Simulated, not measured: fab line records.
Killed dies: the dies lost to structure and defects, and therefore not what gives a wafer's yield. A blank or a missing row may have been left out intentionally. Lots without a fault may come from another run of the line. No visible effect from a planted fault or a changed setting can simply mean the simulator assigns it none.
Struck lot and sound lot, side by side	flow n5_finfet	26 out of 1938 route steps
Sound: these wafers, L882.1, L882.3, L882.4. Wafers L871.2, L871.5, L871.6 were the ones struck. Last of all comes the cause.
At each step with rows: each side's tool, then ch and its chambers, then its first start. Under that, the readings that differ: sound wafers	struck wafers	difference of the means	sigmas: that difference in standard deviations of wafers without a fault.
alike: a reading whose means differ by less than 2 such deviations, as well as words and numbers matching on both sides. not compared: withheld readings; readings where some wafer has no value; bounds like >300 that might hide an equal value; numbers whose values overlap and for which the record gives no deviation.
Wherever a step has rows on one side only, a row that says differs or no value, or a row with sigmas, the two part there. Numbers that have no deviation but don't overlap get no sigmas and don't part them. Lack of a reading on every wafer of one side parts them only where that side has two or more wafers.

first, 11 steps without rows for these wafers: N5_BEOL_M1_STRIP_65 (strips in N2/H2); N5_BEOL_M1_STRIP_75 (strips in N2/H2); N5_BEOL_M1_STRIP_66 (strips in CF4); N5_BEOL_M1_HM_OPEN_17 (chemistry Cl2/BCl3, target TiN, target depth 20 nm, overetch 6 nm); N5_BEOL_M1_STRIP_19 (strips in O2); N5_BEOL_M1_COAT_67 (time 60 s, resist thk 60 nm); N5_BEOL_M1_COAT_68 (time 60 s, resist thk 12 nm); N5_BEOL_M1_COAT_76 (time 60 s, resist thk 5 nm); N5_BEOL_M1_COAT_22 (resist thk 30 nm); N5_BEOL_M1_EBR_24; N5_BEOL_M1_SOFTBAKE_23 (time 60 s).
N5_BEOL_M1_EXPOSE_25: exposes mask V0, defocus 5 nm, target cd 24 nm.
  sound on euv_scanner-02 ch 0, day 11 10:35; struck on euv_scanner-01 ch 0, day 8 08:52
reading	sound	struck	difference	sigmas
exposure_dose_mJ_cm2	62.93 62.91 62.93	65.71 65.77 65.78	+2.83	+45
stage_msd_nm (nm)	0.76 0.75 0.76	0.94 0.94 0.94	+0.18	+2
  alike: mask
then, 2 steps without rows for these wafers: N5_BEOL_M1_PEB_26 (peb time 60 s); N5_BEOL_M1_DEVELOP_27 (develop time 30 s).
N5_BEOL_M1_CD_MEAS_28: target cd y 23.3 nm.
  sound on cd_sem-02 ch 0, day 11 10:44; struck on cd_sem-01 ch 0, day 8 09:00
reading	sound	struck	difference	sigmas
cd_nm (nm)	23.93 24.01 23.94	24.72 24.61 24.94	+0.80	+4
then, 8 steps without rows for these wafers: N5_BEOL_M1_DESCUM_33 (chemistry O2, time 7 s); N5_BEOL_M1_ETCH_77 (etches underlayer in N2/H2, target depth 6.5 nm, time 5.2 s); N5_BEOL_M1_ETCH_69 (etches SiARC in CF4, target depth 15.6 nm, time 26 s); N5_BEOL_M1_ALD_98 (deposits SiO2, target thk 2.5 nm, pulse time 1 s, co reactant pulse time 1 s); N5_BEOL_M1_ETCHBACK_99 (etches SiO2 in CHF3, target depth 5 nm, time 10.4 s); N5_BEOL_M1_ETCH_70 (etches SOC in N2/H2, target depth 80 nm, overetch 16 nm, time 120 s); N5_BEOL_M1_STRIP_71 (strips in N2/H2); N5_BEOL_M1_STRIP_78 (strips in N2/H2).
N5_BEOL_M1_VIA_ETCH_34: etches the open film in C4F6/O2, target depth 67.8 nm, time 64.4 s.
  sound on rie_diel-06 ch 0,2,3, day 11 15:30; struck on rie_diel-02 ch 0,1,3, day 9 17:23
reading	sound	struck	difference	sigmas
model.BEOL_M1.cd_nm (nm)	17.8 18.2 18	19 19.2 19	+1	
  alike: drypump_motor_current_A, oes_product_au, rf_vpp_V, showerhead_plenum_p_Torr, throttle_valve_pct
  not compared: rf_hours_counter_h
then, 1 step without rows for these wafers: N5_BEOL_M1_STRIP_83 (strips in C4F6/O2).
-- here the record skips 3 days between the struck wafers' starts before and after, leaving off in module BEOL_M1 and picking up in module BEOL_M4 (first step shown: number 1111 of the route) --
N5_BEOL_M4_RC_MEAS_101:
  sound on prober-02 ch 0, day 15 06:32; struck on prober-02 ch 0, day 13 03:47
  alike: DIBL_N, DIBL_P, IOFF_N, IOFF_P, ION_N, ION_P, SS_N, SS_P, VT_N, VT_P

== WHERE THEY PART ==
At N5_BEOL_M1_EXPOSE_25 first; at N5_BEOL_M1_CD_MEAS_28 last (within this record only). Later steps at which nothing parts them and some readings are alike: N5_BEOL_M1_VIA_ETCH_34, N5_BEOL_M4_RC_MEAS_101.

WHY: what the simulator had put in
Drift in process parameters on euv_scanner-01 at N5_BEOL_M1_EXPOSE_25, starting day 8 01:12. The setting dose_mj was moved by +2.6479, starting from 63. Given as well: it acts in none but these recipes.
